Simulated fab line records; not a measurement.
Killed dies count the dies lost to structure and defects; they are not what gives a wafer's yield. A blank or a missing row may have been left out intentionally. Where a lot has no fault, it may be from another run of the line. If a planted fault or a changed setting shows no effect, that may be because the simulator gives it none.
Matching of chambers -- flow n5 finfet -- N5_MOL_CONTACT_COAG_ETCHBACK_132 on rie diel-06 has 4 sister chambers
The step etches SiO2 in CHF3, target depth 10 nm, time 6.7 s. 4 wafers are shown with their chamber, then 10 later ones without.

## EACH WAFER AND ITS CHAMBER
wafer,chamber,showerhead plenum p Torr (Torr)
L086.4,1,2.48
L087.6,2,2.29
L088.2,0,2.29
L088.3,3,2.40

## WAFERS WITHOUT THEIR CHAMBER
wafer,showerhead plenum p Torr (Torr)
L088.5,2.40
L091.4,2.47
L091.5,2.40
L091.6,2.28
L092.1,2.28
L092.4,2.40
L092.6,2.29
L096.2,2.28
L096.3,2.47
L096.6,2.28

## EACH ONE'S CHAMBER
wafer,from the rows above,in truth
L088.5,3,3
L091.4,1,1
L091.5,3,3
L091.6,can't be placed: 0 or 2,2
L092.1,can't be placed: 0 or 2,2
L092.4,3,3
L092.6,can't be placed: 0 or 2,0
L096.2,can't be placed: 0 or 2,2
L096.3,1,1
L096.6,can't be placed: 0 or 2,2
Placed correctly: 5 of 10. From these rows, 5 cannot be placed; in 5 the true chamber is one of the candidates. Wrongly placed: 0.
How it was worked out, from the rows above alone: a wafer's distance from a chamber is the root of the sum, over the readings, of the square of ((its reading less the chamber's mean) divided by the reading's scatter). The wafer belongs to the nearest chamber; if the next one is less than 2 further off, it can't be placed. The mean given for a chamber averages the wafers shown for that chamber. The scatter (one wafer shown for each chamber): square how far every hidden wafer sits from the nearest shown wafer, average those squares and take the square root.
